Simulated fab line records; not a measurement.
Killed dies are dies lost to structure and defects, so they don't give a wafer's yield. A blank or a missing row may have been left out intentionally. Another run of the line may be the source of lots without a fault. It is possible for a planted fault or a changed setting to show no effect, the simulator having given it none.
Matching of chambers -- flow n5 finfet -- N5_GATE_CUT_SAC_CAP_01 on ald sin-04: 4 sister chambers
The step material SiNx, target thk 24 nm, pulse time 1 s, ald cycles 480. 4 wafers are shown with their chamber, then 9 later ones without.

== WAFERS PAIRED WITH THEIR CHAMBERS ==
wafer,chamber,heater power w (W)
L086.5,0,761
L088.1,1,908
L088.3,2,941
L088.6,3,1012

== WAFERS WITHOUT THEIR CHAMBER ==
wafer,heater power w (W)
L089.1,935
L089.3,782
L089.5,948
L091.1,896
L091.5,1014
L091.6,930
L097.4,946
L097.5,784
L097.6,925

== WHICH CHAMBER EACH ONE RAN IN ==
wafer,from the rows above,in truth
L089.1,can't be placed: 2 or 1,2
L089.3,0,0
L089.5,2,2
L091.1,1,1
L091.5,3,3
L091.6,can't be placed: 2 or 1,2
L097.4,2,2
L097.5,0,0
L097.6,can't be placed: 2 or 1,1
Placed correctly: 6 of 9. From these rows, 3 cannot be placed; in 3 the true chamber is one of the candidates. 0 placed wrongly.
How it was worked out, from the rows above alone: a wafer's distance from a chamber is the root of the sum, over the readings, of the square of ((its reading less the chamber's mean) divided by the reading's scatter). The wafer belongs to the nearest chamber; if the next one is less than 2 further off, it can't be placed. For every chamber, the mean is computed from those of its wafers that are shown. The scatter: with one shown wafer a chamber, the root of the mean of the squares of how far each hidden wafer lies from its nearest shown one.
